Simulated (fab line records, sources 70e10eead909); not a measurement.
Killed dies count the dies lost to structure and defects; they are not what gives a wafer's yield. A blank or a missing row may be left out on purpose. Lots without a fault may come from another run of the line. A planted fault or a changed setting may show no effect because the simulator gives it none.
Tool commonality check + flow nand-harc + Lots sampled 12, wafers sampled 36

## WHY THIS WAS OPENED
On 1 of the 12 lots, a flag is raised at NHARC_P_ZERO_WELL_CD_MEAS_52 on the reading cd-nm. No-fault wafers: 1999.3 nm, standard deviation 1.8.
Rule: flag the lot when none of its wafers has a number, or when each of its wafers that has one lies beyond 4 standard deviations from that mean. All remaining lots are regarded as sound.

| lot  | measured     | on        | cd-nm (nm), wafer by wafer | flag    |
|------|--------------|-----------|----------------------------|---------|
| L937 | day 2 02:26  | cd-sem-02 | 1999.1 1999.3 2002.3       |         |
| L939 | day 2 21:43  | cd-sem-02 | 1997.8 1999.9 1996.5       |         |
| L942 | day 4 03:47  | cd-sem-03 | 2000.3 1997.8 1999.0       |         |
| L943 | day 4 13:50  | cd-sem-01 | 1998.7 1998.6 1999.0       |         |
| L944 | day 5 00:20  | cd-sem-03 | 2000.5 1996.0 1997.9       |         |
| L945 | day 5 09:40  | cd-sem-01 | 1998.7 1997.5 1999.0       |         |
| L946 | day 5 20:15  | cd-sem-03 | 1997.4 1998.4 1998.9       |         |
| L947 | day 6 05:41  | cd-sem-03 | 2000.0 1999.0 1999.0       |         |
| L950 | day 7 11:48  | cd-sem-03 | 1996.8 1997.1 1997.9       |         |
| L951 | day 7 21:42  | cd-sem-01 | 1811.6 1811.4 1808.8       | FLAGGED |
| L959 | day 11 05:34 | cd-sem-02 | 1997.2 1995.5 1999.1       |         |
| L960 | day 11 15:30 | cd-sem-03 | 1998.3 1997.5 1997.5       |         |
Flagged lots average 1810.6 nm: -188.7 nm relative to the usual, that is -99 or more standard deviations.

## LOT BY LOT: THE TOOL USED
The record keeps 1 process step preceding the reading, out of 1302 steps on the route. Read each cell as the tool, then ch plus the chambers that the sampled wafers visited, then the start.
| lot  | flag    | NHARC_P_ZERO_WELL_EXPOSE_49       |
|------|---------|-----------------------------------|
| L937 |         | krf-scanner-04 ch 0, day 2 02:16  |
| L939 |         | krf-scanner-04 ch 0, day 2 21:34  |
| L942 |         | krf-scanner-04 ch 0, day 4 03:38  |
| L943 |         | krf-scanner-02 ch 0, day 4 13:41  |
| L944 |         | krf-scanner-04 ch 0, day 5 00:10  |
| L945 |         | krf-scanner-04 ch 0, day 5 09:31  |
| L946 |         | krf-scanner-03 ch 0, day 5 20:05  |
| L947 |         | krf-scanner-04 ch 0, day 6 05:32  |
| L950 |         | krf-scanner-02 ch 0, day 7 11:39  |
| L951 | FLAGGED | krf-scanner-02 ch 0, day 7 21:33  |
| L959 |         | krf-scanner-04 ch 0, day 11 05:24 |
| L960 |         | krf-scanner-04 ch 0, day 11 15:21 |
What these steps do:
- NHARC_P_ZERO_WELL_EXPOSE_49: exposes mask P HVPW, target cd 2000 nm.
- NHARC_P_ZERO_WELL_CD_MEAS_52: target cd 2000 nm.

## FLAGGED AGAINST TOTAL, ONE TOOL AT A TIME (gauges that did the reading follow at the end)
| step                         | tool           | lots run | flagged | share of the flagged lots | sound lots run after its first flagged lot |
|------------------------------|----------------|----------|---------|---------------------------|--------------------------------------------|
| NHARC_P_ZERO_WELL_EXPOSE_49  | krf-scanner-02 | 3        | 1       | all                       | 0                                          |
| NHARC_P_ZERO_WELL_EXPOSE_49  | krf-scanner-03 | 1        | 0       | none                      | -                                          |
| NHARC_P_ZERO_WELL_EXPOSE_49  | krf-scanner-04 | 8        | 0       | none                      | -                                          |
| NHARC_P_ZERO_WELL_CD_MEAS_52 | cd-sem-01      | 3        | 1       | all                       | 0                                          |
| NHARC_P_ZERO_WELL_CD_MEAS_52 | cd-sem-02      | 3        | 0       | none                      | -                                          |
| NHARC_P_ZERO_WELL_CD_MEAS_52 | cd-sem-03      | 6        | 0       | none                      | -                                          |

## WHAT THE TABLE ALLOWS
Table rows that saw every flagged lot: 2, namely krf-scanner-02 at NHARC_P_ZERO_WELL_EXPOSE_49 and cd-sem-01 at NHARC_P_ZERO_WELL_CD_MEAS_52.
- krf-scanner-02 at NHARC_P_ZERO_WELL_EXPOSE_49 ran 3 lots, 1 of them flagged. It ran its last sound lot, L950, at day 7 11:39 and its first flagged lot, L951, at day 7 21:33: a fault with its onset between the two fits.
- cd-sem-01 at NHARC_P_ZERO_WELL_CD_MEAS_52 ran 3 lots, 1 of them flagged. It ran its last sound lot, L945, at day 5 09:40 and its first flagged lot, L951, at day 7 21:42: a fault with its onset between the two fits.
A lot count leaves these 2 tools indistinguishable: every one of them fits a fault beginning at some hour. More lots, or a look at what each step does to the wafer, might.

## WHAT THE SIMULATOR PUT IN
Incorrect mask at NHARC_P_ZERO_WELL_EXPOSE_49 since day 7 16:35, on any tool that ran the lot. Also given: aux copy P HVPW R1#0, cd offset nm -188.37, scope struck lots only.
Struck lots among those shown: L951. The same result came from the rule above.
